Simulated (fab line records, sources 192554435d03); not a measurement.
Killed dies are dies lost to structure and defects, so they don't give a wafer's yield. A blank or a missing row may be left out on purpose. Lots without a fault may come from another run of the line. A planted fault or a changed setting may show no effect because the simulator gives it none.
A struck lot beside a sound one | flow n5_finfet | 16 steps out of a route of 1938
Sound: wafers L395.1, L395.4, L395.5. Struck: wafers L410.4, L410.5, L410.6. The cause comes at the end.
At each step with rows: each side's tool, then ch and its chambers, then its first start. Under that, the readings that differ: sound wafers | struck wafers | difference of the means | sigmas: that difference in standard deviations of wafers without a fault.
alike: readings whose means differ by less than 2 such deviations, and words and numbers that are the same on both sides. not compared: withheld readings, readings that some wafer has no value for, bounds like >300 that may hide the same value, and numbers for which the record gives no deviation and whose values overlap.
The two part at a step that has a row with sigmas, a row that says differs or no value, or rows on one side only. Numbers that don't overlap but have no deviation are shown without sigmas and don't part them. A reading that every wafer of one side lacks parts them only if that side has two wafers or more.

first, 1 step without rows for these wafers: N5_BEOL_M1_DEGAS_44 (time 60 s).
N5_BEOL_M1_PRE_CLEAN_45: time 30 s.
  sound on pvd_sputter-03, day 7 02:03; struck on pvd_sputter-01, day 11 06:12
  alike: heater_power_w, susceptor_temp_C
N5_BEOL_M1_ALD_84: deposits TaN, pulse time 2 s, purge time 3 s, co reactant purge time 2 s.
  sound on ald_metal-03 ch 0,3, day 7 02:08; struck on ald_metal-04 ch 0,1, day 11 06:16
  alike: heater_power_outer_w, heater_power_w, precursor_vessel_carrier_sccm, precursor_vessel_pressure_torr, precursor_vessel_temp_c, susceptor_temp_C
  not compared: since_wet_clean_h
then, 3 steps without rows for these wafers: N5_BEOL_M1_SURFACE_TREAT_85; N5_BEOL_M1_CVD_47 (deposits Co from CCTBA/H2, target thk 3 nm, time 223.8 s); N5_BEOL_M1_SPUTTER_48 (material Cu, target thk 4.5 nm, time 8.29 s).
N5_BEOL_M1_ANNEAL_49: time 240 s.
  sound on pvd_sputter-01, day 7 03:16; struck on pvd_sputter-02, day 11 07:05
  alike: heater_power_w, susceptor_temp_C
then, 3 steps without rows for these wafers: N5_BEOL_M1_SPUTTER_79 (material Cu, target thk 4.5 nm, time 8.29 s); N5_BEOL_M1_ANNEAL_80 (time 240 s); N5_BEOL_M1_SPUTTER_81 (material Cu, target thk 4.5 nm, time 8.29 s).
N5_BEOL_M1_ANNEAL_82: time 240 s.
  sound on pvd_sputter-01, day 7 03:43; struck on pvd_sputter-02, day 11 07:31
  alike: heater_power_w, susceptor_temp_C
N5_BEOL_M1_SPUTTER_86: material Cu, target thk 4.5 nm, time 8.29 s.
  sound on pvd_sputter-01, day 7 03:51; struck on pvd_sputter-02, day 11 07:40
  alike: chamber_pressure_pa, susceptor_temp_C, throttle_valve_pct
N5_BEOL_M1_ANNEAL_87: time 240 s.
  sound on pvd_sputter-01, day 7 03:56; struck on pvd_sputter-02, day 11 07:44
  no value came back on the struck wafers for heater_power_w (W), susceptor_temp_C (C); on the sound wafers heater_power_w (W) reads 679 877 688
then, 1 step without rows for these wafers: N5_BEOL_M1_SPUTTER_88 (material Cu, target thk 4.5 nm, time 8.29 s).
N5_BEOL_M4_RC_MEAS_101:
  sound on prober-01 ch 0, day 8 17:28; struck on prober-01 ch 0, day 12 17:43
  alike: DIBL_N, DIBL_P, IOFF_N, IOFF_P, ION_N, ION_P, SS_N, SS_P, VT_N, VT_P
-- the record jumps here: 5 days lie between the struck wafers' starts before and after (it left off in module BEOL_M4 and takes up again in module PASSIVATION, whose first step shown is number 1936 of the route) --
N5_PASSIVATION_PROBE_49:
  sound on prober-01, day 12 23:40; struck on prober-02, day 17 09:56
  reading             | sound    | struck   | difference | sigmas
  killed_at_front_end | 50 90 48 | 26 35 18 | -36        | -3
  alike: defect_limited_yield, killed_at_M0_to_M3, killed_at_M4_up, killed_at_contacts, killed_at_other, killed_dies, killed_open, killed_short, sort_bin_5_function, sort_bin_6_memory, sort_n_pass, sort_yield_pct

WHERE THEY PART
First at N5_BEOL_M1_ANNEAL_87; last, within this record, at N5_PASSIVATION_PROBE_49.

WHY: what the simulator had put in
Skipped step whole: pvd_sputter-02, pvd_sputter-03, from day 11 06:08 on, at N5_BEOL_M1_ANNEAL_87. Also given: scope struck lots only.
